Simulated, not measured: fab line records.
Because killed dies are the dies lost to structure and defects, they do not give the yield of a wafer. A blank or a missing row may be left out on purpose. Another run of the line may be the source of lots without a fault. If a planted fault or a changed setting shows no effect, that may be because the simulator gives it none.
fab line records -- flow n5-finfet
record: lots: 24, wafers: 72, last-day: 18
route steps=1938 shown BEOL_M3@972 BEOL_M4@1022
lots with no fault: from the same line, run without faults
start-h: the number of hours between the record's first day and the start of the first shown wafer of the lot -- wait-h: hours from the lot's prior step to this one -- " unchanged from the row above -- L1.1+2: several wafers, shown together as one row -- - value missing, or start not given -- * or withheld: withheld -- < > ~ a bound
route shown NAME@n: NAME is a module with steps in the file, n the number in the route of the first one -- usual: average and standard deviation across the fault-free wafers -- same: alike in all rows -- chamber/n: place in a boat -- sites: per-site readings -- _std_site: the standard deviation of these -- _edge_site: the outer-site mean with the inner-site mean subtracted -- radius-mm: for every site, how far away it sits from the centre of the wafer -- mask NAME#n: copy n -- behind: tool/chamber where the wafer was last shaped -- hold: what put the lot on hold/how long, in hours/how the hold closed -- device: which transistor (n, p or np) failed to switch -- end of line: the tests these same wafers got at the end of their route -- where a step has no rows: the recipe by itself -- killed: count of dies lost to structure and defects at first sort (not the wafer's yield) -- map: shows each die of a wafer: x if killed, . if not, _ if none is there
set.NAME: the run value of the setting; set.NAME@STEP: its run value at that earlier step -- model.NAME: the simulator's own value behind a step, which no gauge read
route steps across a sampled set of lots; one table per step, one row per wafer
services: the hour from which a tool's chamber was out of use, counted from the record's first day as start-h (under 0 if before that day), plus the number of hours and why
== steps ==
step: N5_BEOL_M3_ALD_98
recipe: material: SiO2, target-thk-a: 25, temp-c: 100, ald-precursor-family: BDEAS, ald-co-reactant: O2-plasma, pulse-time-s: 1, co-reactant-pulse-time-s: 1, purge-time-s: 2, co-reactant-purge-time-s: 2, ald-cycles: 17, pressure-torr: 2
usual: heater-power-w: 80/6.8, precursor-pulse-height-rel: 1.000/0.019
same: co-reactant-purge-time-s: 2
lot.wafer,tool,chamber,start-h,wait-h,heater-power-w,precursor-pulse-height-rel
L074.1,ald-sin-04,2,145.65,0.1,78,1.016
L074.4,ald-sin-04,1,145.65,0.1,75,0.982
L074.5,ald-sin-04,2,145.65,0.1,78,0.986
L075.2,ald-sin-04,1,149.86,0.2,78,1.016
L075.4,ald-sin-04,0,149.86,0.2,85,0.992
L075.6,ald-sin-04,1,149.86,0.2,79,0.959
L076.1,ald-sin-04,2,157.04,1.0,80,1.041
L076.2,ald-sin-04,3,157.04,1.0,88,1.018
L076.4,ald-sin-04,1,157.04,1.0,79,1.007
L077.1,ald-sin-04,0,162.81,0.1,86,0.991
L077.2,ald-sin-04,2,162.81,0.1,80,1.024
L077.5,ald-sin-04,2,162.81,0.1,79,0.991
L078.2,ald-sin-03,1,174.65,0.9,85,0.988
L078.4,ald-sin-03,3,174.65,0.9,87,1.024
L078.6,ald-sin-03,3,174.65,0.9,88,1.015
L079.3,ald-sin-01,2,174.72,0.5,78,0.998
L079.4,ald-sin-01,3,174.72,0.5,68,0.974
L079.6,ald-sin-01,1,174.72,0.5,90,1.018
L080.3,ald-sin-01,1,181.94,0.1,88,0.982
L080.5,ald-sin-01,3,181.94,0.1,69,1.011
L080.6,ald-sin-01,2,181.94,0.1,80,0.990
L081.2,ald-sin-01,2,191.75,0.1,81,1.029
L081.3,ald-sin-01,3,191.75,0.1,70,0.998
L081.4,ald-sin-01,0,191.75,0.1,74,0.959
L082.2,ald-sin-01,1,198.81,0.1,89,1.003
L082.4,ald-sin-01,2,198.81,0.1,77,0.965
L082.6,ald-sin-01,3,198.81,0.1,66,1.030
L083.1,ald-sin-03,1,200.49,0.2,83,0.989
L083.2,ald-sin-03,3,200.49,0.2,87,0.960
L083.3,ald-sin-03,2,200.49,0.2,69,1.028
L084.2,ald-sin-01,3,210.63,0.2,66,0.991
L084.4,ald-sin-01,0,210.63,0.2,77,0.984
L084.5,ald-sin-01,0,210.63,0.2,77,1.009
L085.1,ald-sin-01,3,215.82,0.1,67,1.022
L085.3,ald-sin-01,0,215.82,0.1,77,1.029
L085.5,ald-sin-01,0,215.82,0.1,75,1.005
L086.2,ald-sin-01,2,222.24,0.1,80,0.998
L086.3,ald-sin-01,1,222.24,0.1,92,0.998
L086.6,ald-sin-01,3,222.24,0.1,66,0.966
L087.1,ald-sin-04,2,223.57,1.0,76,1.017
L087.3,ald-sin-04,1,223.57,1.0,74,0.985
L087.6,ald-sin-04,3,223.57,1.0,85,0.991
L089.1,ald-sin-03,1,235.74,0.4,85,0.989
L089.5,ald-sin-03,0,235.74,0.4,87,0.988
L089.6,ald-sin-03,3,235.74,0.4,90,0.980
L088.1,ald-sin-04,0,242.50,1.5,82,1.032
L088.4,ald-sin-04,3,242.50,1.5,86,1.005
L088.6,ald-sin-04,1,242.50,1.5,77,0.999
L090.1,ald-sin-04,1,242.60,1.4,76,0.990
L090.3,ald-sin-04,3,242.60,1.4,86,1.000
L090.4,ald-sin-04,2,242.60,1.4,76,0.998
L093.1,ald-sin-03,0,257.69,0.1,84,0.988
L093.3,ald-sin-03,1,257.69,0.1,85,0.978
L093.4,ald-sin-03,2,257.69,0.1,71,1.013
L091.2,ald-sin-01,0,262.50,0.1,78,0.988
L091.5,ald-sin-01,3,262.50,0.1,69,1.023
L091.6,ald-sin-01,2,262.50,0.1,82,1.023
L092.1,ald-sin-03,3,263.34,0.2,89,1.017
L092.2,ald-sin-03,2,263.34,0.2,72,0.989
L092.4,ald-sin-03,1,263.34,0.2,82,1.022
L094.1,ald-sin-03,0,264.53,0.1,85,0.982
L094.5,ald-sin-03,2,264.53,0.1,71,1.003
L094.6,ald-sin-03,3,264.53,0.1,88,1.025
L095.3,ald-sin-04,0,268.29,0.1,84,0.982
L095.4,ald-sin-04,1,268.29,0.1,76,1.011
L095.6,ald-sin-04,3,268.29,0.1,87,1.016
L096.1,ald-sin-03,2,283.56,0.1,71,1.031
L096.4,ald-sin-03,0,283.56,0.1,86,1.010
L096.5,ald-sin-03,2,283.56,0.1,68,0.989
L097.1,ald-sin-04,2,304.75,0.1,76,0.987
L097.3,ald-sin-04,0,304.75,0.1,86,0.999
L097.5,ald-sin-04,1,304.75,0.1,78,1.016
step: N5_BEOL_M3_ANNEAL_80
recipe: temp-c: 400, time-s: 240, ambient: vacuum
usual: heater-power-w: 856/81, susceptor_temp_C_max: 400.9/0.33
same: time-s: 240
lot.wafer,tool,chamber,start-h,wait-h,heater-power-w,susceptor_temp_C_max
L074.1,pvd-sputter-01,-,149.15,0.0,847,400.7
L074.4,pvd-sputter-01,-,149.15,0.0,817,400.5
L074.5,pvd-sputter-01,-,149.15,0.0,895,400.7
L075.2,pvd-sputter-03,-,152.27,0.0,867,401.2
L075.4,pvd-sputter-03,-,152.27,0.0,745,401.1
L075.6,pvd-sputter-03,-,152.27,0.0,757,401.2
L076.1,pvd-sputter-02,-,160.91,0.0,848,401.2
L076.2,pvd-sputter-02,-,160.91,0.0,810,401.0
L076.4,pvd-sputter-02,-,160.91,0.0,836,401.1
L077.1,pvd-sputter-02,-,164.71,0.0,795,400.7
L077.2,pvd-sputter-02,-,164.71,0.0,1041,401.2
L077.5,pvd-sputter-02,-,164.71,0.0,864,400.9
L078.2,pvd-sputter-01,-,177.20,0.0,819,400.4
L078.4,pvd-sputter-01,-,177.20,0.0,916,400.2
L078.6,pvd-sputter-01,-,177.20,0.0,822,401.1
L079.3,pvd-sputter-03,-,177.43,0.0,767,401.4
L079.4,pvd-sputter-03,-,177.43,0.0,734,401.2
L079.6,pvd-sputter-03,-,177.43,0.0,861,401.3
L080.3,pvd-sputter-03,-,183.67,0.0,758,400.9
L080.5,pvd-sputter-03,-,183.67,0.0,879,400.3
L080.6,pvd-sputter-03,-,183.67,0.0,746,400.7
L081.2,pvd-sputter-01,-,193.76,0.0,913,400.5
L081.3,pvd-sputter-01,-,193.76,0.0,922,400.9
L081.4,pvd-sputter-01,-,193.76,0.0,809,400.7
L082.2,pvd-sputter-03,-,200.66,0.0,833,400.7
L082.4,pvd-sputter-03,-,200.66,0.0,858,400.9
L082.6,pvd-sputter-03,-,200.66,0.0,765,401.2
L083.1,pvd-sputter-03,-,202.70,0.0,826,400.6
L083.2,pvd-sputter-03,-,202.70,0.0,871,400.6
L083.3,pvd-sputter-03,-,202.70,0.0,751,401.1
L084.2,pvd-sputter-01,-,212.33,0.0,893,400.4
L084.4,pvd-sputter-01,-,212.33,0.0,842,400.7
L084.5,pvd-sputter-01,-,212.33,0.0,855,400.7
L085.1,pvd-sputter-01,-,218.41,0.0,828,400.8
L085.3,pvd-sputter-01,-,218.41,0.0,910,400.6
L085.5,pvd-sputter-01,-,218.41,0.0,915,400.6
L086.2,pvd-sputter-03,-,226.09,0.0,883,400.6
L086.3,pvd-sputter-03,-,226.09,0.0,840,401.1
L086.6,pvd-sputter-03,-,226.09,0.0,757,401.1
L087.1,pvd-sputter-03,-,228.55,0.0,853,400.3
L087.3,pvd-sputter-03,-,228.55,0.0,739,401.1
L087.6,pvd-sputter-03,-,228.55,0.0,885,400.6
L089.1,pvd-sputter-03,-,237.96,0.0,748,400.9
L089.5,pvd-sputter-03,-,237.96,0.0,768,400.8
L089.6,pvd-sputter-03,-,237.96,0.0,869,401.5
L088.1,pvd-sputter-01,-,244.15,0.0,892,400.8
L088.4,pvd-sputter-01,-,244.15,0.0,915,400.3
L088.6,pvd-sputter-01,-,244.15,0.0,897,400.7
L090.1,pvd-sputter-02,-,244.55,0.0,856,401.4
L090.3,pvd-sputter-02,-,244.55,0.0,935,400.7
L090.4,pvd-sputter-02,-,244.55,0.0,828,400.2
L093.1,pvd-sputter-02,-,260.52,0.0,1030,400.3
L093.3,pvd-sputter-02,-,260.52,0.0,909,401.2
L093.4,pvd-sputter-02,-,260.52,0.0,842,400.9
L091.2,pvd-sputter-03,-,264.18,0.0,758,400.8
L091.5,pvd-sputter-03,-,264.18,0.0,845,400.9
L091.6,pvd-sputter-03,-,264.18,0.0,757,401.2
L092.1,pvd-sputter-03,-,266.30,0.0,742,401.7
L092.2,pvd-sputter-03,-,266.30,0.0,866,400.6
L092.4,pvd-sputter-03,-,266.30,0.0,866,401.6
L094.1,pvd-sputter-02,-,267.11,0.0,936,400.9
L094.5,pvd-sputter-02,-,267.11,0.0,1077,400.4
L094.6,pvd-sputter-02,-,267.11,0.0,910,401.2
L095.3,pvd-sputter-02,-,273.17,0.0,847,401.0
L095.4,pvd-sputter-02,-,273.17,0.0,923,400.8
L095.6,pvd-sputter-02,-,273.17,0.0,1036,400.4
L096.1,pvd-sputter-02,-,288.08,0.0,847,401.4
L096.4,pvd-sputter-02,-,288.08,0.0,1031,400.9
L096.5,pvd-sputter-02,-,288.08,0.0,789,400.8
L097.1,pvd-sputter-02,-,307.46,0.0,830,400.7
L097.3,pvd-sputter-02,-,307.46,0.0,814,401.0
L097.5,pvd-sputter-02,-,307.46,0.0,816,401.1
step: N5_BEOL_M3_ANNEAL_89
recipe: temp-c: 400, time-s: 240, ambient: vacuum
usual: heater-power-w: 856/82, susceptor_temp_C_max: 400.85/0.29
same: time-s: 240
lot.wafer,tool,chamber,start-h,wait-h,heater-power-w,susceptor_temp_C_max
L074.1,pvd-sputter-01,-,149.81,0.0,844,400.90
L074.4,pvd-sputter-01,-,149.81,0.0,804,400.95
L074.5,pvd-sputter-01,-,149.81,0.0,907,400.45
L075.2,pvd-sputter-03,-,152.93,0.0,865,401.15
L075.4,pvd-sputter-03,-,152.93,0.0,749,400.74
L075.6,pvd-sputter-03,-,152.93,0.0,735,401.39
L076.1,pvd-sputter-02,-,161.57,0.0,847,400.71
L076.2,pvd-sputter-02,-,161.57,0.0,801,400.55
L076.4,pvd-sputter-02,-,161.57,0.0,837,400.72
L077.1,pvd-sputter-02,-,165.37,0.0,798,400.44
L077.2,pvd-sputter-02,-,165.37,0.0,1038,401.17
L077.5,pvd-sputter-02,-,165.37,0.0,841,401.28
L078.2,pvd-sputter-01,-,177.86,0.0,837,400.39
L078.4,pvd-sputter-01,-,177.86,0.0,911,400.70
L078.6,pvd-sputter-01,-,177.86,0.0,813,400.43
L079.3,pvd-sputter-03,-,178.09,0.0,733,401.06
L079.4,pvd-sputter-03,-,178.09,0.0,760,401.41
L079.6,pvd-sputter-03,-,178.09,0.0,878,401.08
L080.3,pvd-sputter-03,-,184.33,0.0,764,401.34
L080.5,pvd-sputter-03,-,184.33,0.0,838,400.52
L080.6,pvd-sputter-03,-,184.33,0.0,744,400.90
L081.2,pvd-sputter-01,-,194.42,0.0,904,400.78
L081.3,pvd-sputter-01,-,194.42,0.0,901,400.60
L081.4,pvd-sputter-01,-,194.42,0.0,832,400.75
L082.2,pvd-sputter-03,-,201.32,0.0,854,400.51
L082.4,pvd-sputter-03,-,201.32,0.0,836,400.82
L082.6,pvd-sputter-03,-,201.32,0.0,753,401.28
L083.1,pvd-sputter-03,-,203.36,0.0,871,400.06
L083.2,pvd-sputter-03,-,203.36,0.0,865,401.23
L083.3,pvd-sputter-03,-,203.36,0.0,746,400.93
L084.2,pvd-sputter-01,-,212.99,0.0,900,400.45
L084.4,pvd-sputter-01,-,212.99,0.0,846,400.85
L084.5,pvd-sputter-01,-,212.99,0.0,848,400.77
L085.1,pvd-sputter-01,-,219.07,0.0,847,401.02
L085.3,pvd-sputter-01,-,219.07,0.0,912,400.63
L085.5,pvd-sputter-01,-,219.07,0.0,889,400.80
L086.2,pvd-sputter-03,-,226.75,0.0,853,400.35
L086.3,pvd-sputter-03,-,226.75,0.0,853,400.90
L086.6,pvd-sputter-03,-,226.75,0.0,749,400.97
L087.1,pvd-sputter-03,-,229.21,0.0,861,400.62
L087.3,pvd-sputter-03,-,229.21,0.0,762,400.74
L087.6,pvd-sputter-03,-,229.21,0.0,835,400.74
L089.1,pvd-sputter-03,-,238.68,0.0,742,400.79
L089.5,pvd-sputter-03,-,238.68,0.0,758,400.83
L089.6,pvd-sputter-03,-,238.68,0.0,882,400.92
L088.1,pvd-sputter-01,-,244.81,0.0,893,401.13
L088.4,pvd-sputter-01,-,244.81,0.0,910,400.87
L088.6,pvd-sputter-01,-,244.81,0.0,890,400.62
L090.1,pvd-sputter-02,-,245.21,0.0,851,401.18
L090.3,pvd-sputter-02,-,245.21,0.0,905,401.09
L090.4,pvd-sputter-02,-,245.21,0.0,815,401.04
L093.1,pvd-sputter-02,-,261.18,0.0,1065,400.82
L093.3,pvd-sputter-02,-,261.18,0.0,904,401.12
L093.4,pvd-sputter-02,-,261.18,0.0,835,400.84
L091.2,pvd-sputter-03,-,264.84,0.0,759,401.09
L091.5,pvd-sputter-03,-,264.84,0.0,853,400.77
L091.6,pvd-sputter-03,-,264.84,0.0,740,400.42
L092.1,pvd-sputter-03,-,266.96,0.0,748,400.75
L092.2,pvd-sputter-03,-,266.96,0.0,866,400.37
L092.4,pvd-sputter-03,-,266.96,0.0,872,401.44
L094.1,pvd-sputter-02,-,267.77,0.0,916,400.97
L094.5,pvd-sputter-02,-,267.77,0.0,1058,400.55
L094.6,pvd-sputter-02,-,267.77,0.0,943,401.06
L095.3,pvd-sputter-02,-,273.83,0.0,828,401.30
L095.4,pvd-sputter-02,-,273.83,0.0,926,401.11
L095.6,pvd-sputter-02,-,273.83,0.0,1065,400.90
L096.1,pvd-sputter-02,-,288.74,0.0,839,400.80
L096.4,pvd-sputter-02,-,288.74,0.0,1046,401.18
L096.5,pvd-sputter-02,-,288.74,0.0,829,400.94
L097.1,pvd-sputter-02,-,308.12,0.0,810,401.00
L097.3,pvd-sputter-02,-,308.12,0.0,826,400.75
L097.5,pvd-sputter-02,-,308.12,0.0,807,401.15
step: N5_BEOL_M3_THK_MEAS_53
recipe: thk-meas-gauge: xrf, reads: Cu_of_BEOL_M3_ECD_50
usual: M3_THK: 39.9/1.4
lot.wafer,tool,chamber,start-h,wait-h,M3_THK[nm]
L074.1,film-metro-01,-,152.95,-,38.7
L074.4,film-metro-01,-,152.95,-,40.6
L074.5,film-metro-01,-,152.95,-,40.0
L075.2,film-metro-01,-,157.24,-,41.3
L075.4,film-metro-01,-,157.24,-,41.3
L075.6,film-metro-01,-,157.24,-,41.3
L076.1,film-metro-01,-,166.90,-,38.7
L076.2,film-metro-01,-,166.90,-,39.5
L076.4,film-metro-01,-,166.90,-,40.1
L077.1,film-metro-02,-,170.60,-,38.9
L077.2,film-metro-02,-,170.60,-,38.9
L077.5,film-metro-02,-,170.60,-,39.1
L078.2,film-metro-01,-,182.05,-,37.8
L078.4,film-metro-01,-,182.05,-,38.2
L078.6,film-metro-01,-,182.05,-,38.8
L079.3,film-metro-01,-,182.50,-,40.4
L079.4,film-metro-01,-,182.50,-,41.3
L079.6,film-metro-01,-,182.50,-,40.9
L080.3,film-metro-01,-,189.40,-,39.5
L080.5,film-metro-01,-,189.40,-,39.7
L080.6,film-metro-01,-,189.40,-,39.0
L081.2,film-metro-02,-,198.97,-,35.2
L081.3,film-metro-02,-,198.97,-,36.6
L081.4,film-metro-02,-,198.97,-,40.3
L082.2,film-metro-02,-,206.81,-,39.2
L082.4,film-metro-02,-,206.81,-,40.0
L082.6,film-metro-02,-,206.81,-,40.3
L083.1,film-metro-02,-,207.32,-,39.6
L083.2,film-metro-02,-,207.32,-,40.6
L083.3,film-metro-02,-,207.32,-,41.6
L084.2,film-metro-01,-,218.32,-,37.3
L084.4,film-metro-01,-,218.32,-,40.4
L084.5,film-metro-01,-,218.32,-,40.5
L085.1,film-metro-02,-,223.24,-,38.7
L085.3,film-metro-02,-,223.24,-,39.3
L085.5,film-metro-02,-,223.24,-,39.4
L086.2,film-metro-01,-,228.59,-,38.2
L086.3,film-metro-01,-,228.59,-,39.6
L086.6,film-metro-01,-,228.59,-,41.7
L087.1,film-metro-02,-,232.39,-,39.7
L087.3,film-metro-02,-,232.39,-,42.3
L087.6,film-metro-02,-,232.39,-,41.7
L089.1,film-metro-02,-,240.26,-,39.7
L089.5,film-metro-02,-,240.26,-,40.7
L089.6,film-metro-02,-,240.26,-,41.9
L088.1,film-metro-02,-,246.40,-,38.1
L088.4,film-metro-02,-,246.40,-,40.4
L088.6,film-metro-02,-,246.40,-,40.3
L090.1,film-metro-01,-,246.79,-,40.4
L090.3,film-metro-01,-,246.79,-,41.4
L090.4,film-metro-01,-,246.79,-,42.5
L093.1,film-metro-02,-,265.80,-,39.6
L093.3,film-metro-02,-,265.80,-,41.0
L093.4,film-metro-02,-,265.80,-,41.3
L091.2,film-metro-02,-,266.97,-,40.8
L091.5,film-metro-02,-,266.97,-,42.6
L091.6,film-metro-02,-,266.97,-,41.3
L092.1,film-metro-02,-,268.55,-,38.9
L092.2,film-metro-02,-,268.55,-,39.6
L092.4,film-metro-02,-,268.55,-,42.3
L094.1,film-metro-01,-,269.37,-,41.9
L094.5,film-metro-01,-,269.37,-,41.0
L094.6,film-metro-01,-,269.37,-,41.7
L095.3,film-metro-02,-,275.45,-,38.7
L095.4,film-metro-02,-,275.45,-,40.7
L095.6,film-metro-02,-,275.45,-,40.6
L096.1,film-metro-01,-,290.33,-,38.4
L096.4,film-metro-01,-,290.33,-,40.0
L096.5,film-metro-01,-,290.33,-,39.2
L097.1,film-metro-02,-,309.72,-,38.6
L097.3,film-metro-02,-,309.72,-,39.2
L097.5,film-metro-02,-,309.72,-,38.2
step: N5_BEOL_M3_DEP_57
recipe: material: SiCN, target-thk-a: 80, temp-c: withheld, precursor: 3MS/NH3, pressure-torr: 3, rf-w: 202, time-s: 14
usual: showerhead-plenum-p-Torr: 3.661/0.012, throttle-valve-pct: 8.9/0.55
same: time-s: 14
lot.wafer,tool,chamber,start-h,wait-h,showerhead-plenum-p-Torr,throttle-valve-pct
L074.1,pecvd-01,2,153.15,0.0,3.665,8.6
L074.4,pecvd-01,2,153.15,0.0,3.679,8.5
L074.5,pecvd-01,0,153.15,0.0,3.675,9.8
L075.2,pecvd-01,1,157.43,0.0,3.660,9.1
L075.4,pecvd-01,0,157.43,0.0,3.674,9.6
L075.6,pecvd-01,1,157.43,0.0,3.645,8.7
L076.1,pecvd-03,2,167.09,0.0,3.650,8.8
L076.2,pecvd-03,1,167.09,0.0,3.681,8.6
L076.4,pecvd-03,0,167.09,0.0,3.649,9.7
L077.1,pecvd-02,1,170.79,0.0,3.636,8.2
L077.2,pecvd-02,2,170.79,0.0,3.665,8.3
L077.5,pecvd-02,2,170.79,0.0,3.670,8.6
L078.2,pecvd-01,0,182.24,0.0,3.666,9.8
L078.4,pecvd-01,1,182.24,0.0,3.662,8.7
L078.6,pecvd-01,0,182.24,0.0,3.672,9.9
L079.3,pecvd-03,0,182.75,0.0,3.659,9.7
L079.4,pecvd-03,2,182.75,0.0,3.643,9.1
L079.6,pecvd-03,0,182.75,0.0,3.660,9.7
L080.3,pecvd-01,0,189.64,0.0,3.674,10.1
L080.5,pecvd-01,1,189.64,0.0,3.651,8.8
L080.6,pecvd-01,2,189.64,0.0,3.670,8.7
L081.2,pecvd-02,1,199.21,0.0,3.651,8.3
L081.3,pecvd-02,2,199.21,0.0,3.673,8.3
L081.4,pecvd-02,2,199.21,0.0,3.662,8.3
L082.2,pecvd-02,0,207.00,0.0,3.643,8.5
L082.4,pecvd-02,1,207.00,0.0,3.649,8.3
L082.6,pecvd-02,2,207.00,0.0,3.673,8.3
L083.1,pecvd-02,2,207.51,0.0,3.674,8.2
L083.2,pecvd-02,1,207.51,0.0,3.646,8.1
L083.3,pecvd-02,0,207.51,0.0,3.652,8.8
L084.2,pecvd-03,2,218.51,0.0,3.646,9.0
L084.4,pecvd-03,0,218.51,0.0,3.662,9.8
L084.5,pecvd-03,1,218.51,0.0,3.668,9.1
L085.1,pecvd-01,1,223.43,0.0,3.663,8.7
L085.3,pecvd-01,2,223.43,0.0,3.666,8.7
L085.5,pecvd-01,0,223.43,0.0,3.675,9.4
L086.2,pecvd-02,1,228.80,0.0,3.650,8.3
L086.3,pecvd-02,2,228.80,0.0,3.670,8.5
L086.6,pecvd-02,2,228.80,0.0,3.665,8.4
L087.1,pecvd-03,2,232.81,0.0,3.643,8.7
L087.3,pecvd-03,0,232.81,0.0,3.664,9.4
L087.6,pecvd-03,2,232.81,0.0,3.646,8.9
L089.1,pecvd-02,2,240.46,0.0,3.672,8.4
L089.5,pecvd-02,1,240.46,0.0,3.638,8.3
L089.6,pecvd-02,0,240.46,0.0,3.657,8.7
L088.1,pecvd-02,0,246.59,0.0,3.644,8.8
L088.4,pecvd-02,0,246.59,0.0,3.657,8.7
L088.6,pecvd-02,1,246.59,0.0,3.645,8.4
L090.1,pecvd-03,2,246.99,0.0,3.649,8.9
L090.3,pecvd-03,0,246.99,0.0,3.655,9.5
L090.4,pecvd-03,1,246.99,0.0,3.675,9.0
L093.1,pecvd-01,0,265.99,0.0,3.681,9.7
L093.3,pecvd-01,2,265.99,0.0,3.675,8.7
L093.4,pecvd-01,1,265.99,0.0,3.658,8.6
L091.2,pecvd-02,1,267.16,0.0,3.660,8.5
L091.5,pecvd-02,2,267.16,0.0,3.670,8.3
L091.6,pecvd-02,0,267.16,0.0,3.654,8.3
L092.1,pecvd-01,1,268.74,0.0,3.666,8.6
L092.2,pecvd-01,0,268.74,0.0,3.680,9.7
L092.4,pecvd-01,2,268.74,0.0,3.681,8.9
L094.1,pecvd-02,1,269.56,0.0,3.645,8.2
L094.5,pecvd-02,0,269.56,0.0,3.653,8.5
L094.6,pecvd-02,2,269.56,0.0,3.666,8.3
L095.3,pecvd-01,2,275.64,0.0,3.669,8.7
L095.4,pecvd-01,2,275.64,0.0,3.667,8.8
L095.6,pecvd-01,0,275.64,0.0,3.672,9.9
L096.1,pecvd-01,1,290.52,0.0,3.660,8.6
L096.4,pecvd-01,1,290.52,0.0,3.653,8.7
L096.5,pecvd-01,0,290.52,0.0,3.674,10.0
L097.1,pecvd-02,1,309.91,0.0,3.654,8.6
L097.3,pecvd-02,2,309.91,0.0,3.658,8.5
L097.5,pecvd-02,2,309.91,0.0,3.666,8.5
step: N5_BEOL_M4_THK_MEAS_01
recipe: reads: SiOC_of_BEOL_M4_ILD_DEP_00
usual: M4_ILD_THK: 78.7/0.93
lot.wafer,tool,chamber,start-h,wait-h,M4_ILD_THK[nm]
L074.1,film-metro-01,-,153.38,0.1,78.9
L074.4,film-metro-01,-,153.38,0.1,80.0
L074.5,film-metro-01,-,153.38,0.1,79.5
L075.2,film-metro-02,-,157.63,0.1,79.1
L075.4,film-metro-02,-,157.63,0.1,79.8
L075.6,film-metro-02,-,157.63,0.1,80.0
L076.1,film-metro-01,-,167.30,0.1,78.2
L076.2,film-metro-01,-,167.30,0.1,78.0
L076.4,film-metro-01,-,167.30,0.1,79.0
L077.1,film-metro-01,-,170.99,0.0,79.0
L077.2,film-metro-01,-,170.99,0.0,78.5
L077.5,film-metro-01,-,170.99,0.0,79.3
L078.2,film-metro-02,-,182.44,0.1,78.0
L078.4,film-metro-02,-,182.44,0.1,79.6
L078.6,film-metro-02,-,182.44,0.1,79.2
L079.3,film-metro-01,-,182.95,0.1,76.9
L079.4,film-metro-01,-,182.95,0.1,78.2
L079.6,film-metro-01,-,182.95,0.1,78.5
L080.3,film-metro-02,-,189.84,0.1,79.8
L080.5,film-metro-02,-,189.84,0.1,79.8
L080.6,film-metro-02,-,189.84,0.1,79.3
L081.2,film-metro-02,-,199.41,0.1,76.8
L081.3,film-metro-02,-,199.41,0.1,76.2
L081.4,film-metro-02,-,199.41,0.1,79.1
L082.2,film-metro-02,-,207.20,0.1,78.8
L082.4,film-metro-02,-,207.20,0.1,80.0
L082.6,film-metro-02,-,207.20,0.1,80.3
L083.1,film-metro-02,-,207.71,0.0,77.1
L083.2,film-metro-02,-,207.71,0.0,76.8
L083.3,film-metro-02,-,207.71,0.0,78.1
L084.2,film-metro-02,-,218.73,0.1,78.4
L084.4,film-metro-02,-,218.73,0.1,79.6
L084.5,film-metro-02,-,218.73,0.1,78.0
L085.1,film-metro-02,-,223.63,0.0,76.9
L085.3,film-metro-02,-,223.63,0.0,77.9
L085.5,film-metro-02,-,223.63,0.0,78.4
L086.2,film-metro-02,-,229.00,0.1,78.7
L086.3,film-metro-02,-,229.00,0.1,78.9
L086.6,film-metro-02,-,229.00,0.1,80.1
L087.1,film-metro-02,-,233.01,0.0,78.9
L087.3,film-metro-02,-,233.01,0.0,76.8
L087.6,film-metro-02,-,233.01,0.0,79.3
L089.1,film-metro-01,-,240.65,0.0,78.4
L089.5,film-metro-01,-,240.65,0.0,78.5
L089.6,film-metro-01,-,240.65,0.0,80.1
L088.1,film-metro-02,-,246.80,0.0,77.1
L088.4,film-metro-02,-,246.80,0.0,79.1
L088.6,film-metro-02,-,246.80,0.0,78.4
L090.1,film-metro-02,-,247.19,0.0,78.2
L090.3,film-metro-02,-,247.19,0.0,76.8
L090.4,film-metro-02,-,247.19,0.0,80.1
L093.1,film-metro-01,-,266.19,0.0,79.3
L093.3,film-metro-01,-,266.19,0.0,77.7
L093.4,film-metro-01,-,266.19,0.0,79.0
L091.2,film-metro-01,-,267.38,0.1,76.3
L091.5,film-metro-01,-,267.38,0.1,79.0
L091.6,film-metro-01,-,267.38,0.1,78.3
L092.1,film-metro-01,-,268.96,0.1,77.9
L092.2,film-metro-01,-,268.96,0.1,78.7
L092.4,film-metro-01,-,268.96,0.1,79.3
L094.1,film-metro-02,-,269.76,0.0,77.7
L094.5,film-metro-02,-,269.76,0.0,79.8
L094.6,film-metro-02,-,269.76,0.0,79.3
L095.3,film-metro-01,-,275.86,0.1,78.7
L095.4,film-metro-01,-,275.86,0.1,78.7
L095.6,film-metro-01,-,275.86,0.1,78.3
L096.1,film-metro-02,-,290.73,0.1,78.9
L096.4,film-metro-02,-,290.73,0.1,79.9
L096.5,film-metro-02,-,290.73,0.1,79.9
L097.1,film-metro-01,-,310.13,0.1,77.8
L097.3,film-metro-01,-,310.13,0.1,79.4
L097.5,film-metro-01,-,310.13,0.1,79.8
== services ==
tool,chamber,start-h,hours,kind
ald-sin-03,-,143.78,28.1,pm
pecvd-01,1,148.27,5.6,repair
pecvd-03,-,152.71,6.0,pm
pecvd-02,1,165.64,2.1,scheduled-down
ald-sin-04,-,176.82,14.0,pm
ald-sin-04,0,176.82,14.0,vent-cycle
ald-sin-04,1,176.82,14.0,vent-cycle
ald-sin-04,2,176.82,14.0,vent-cycle
ald-sin-04,3,176.82,14.0,vent-cycle
ald-sin-01,-,186.80,0.8,pm
ald-sin-03,-,187.19,2.6,repair
ald-sin-04,0,190.82,-,clean
pecvd-03,1,193.72,6.0,repair
ald-sin-01,0,196.32,3.0,repair
ald-sin-03,0,199.37,8.0,repair
ald-sin-01,-,239.76,6.1,pm
ald-sin-03,1,244.08,2.7,repair
ald-sin-01,-,245.87,2.8,pm
ald-sin-04,2,253.48,2.3,repair
ald-sin-04,2,269.04,14.6,repair
pecvd-02,2,274.35,22.4,repair
pvd-sputter-03,-,285.89,3.8,repair
ald-sin-03,3,298.87,6.0,repair
pecvd-02,0,303.38,4.9,repair
== key ==
fault none
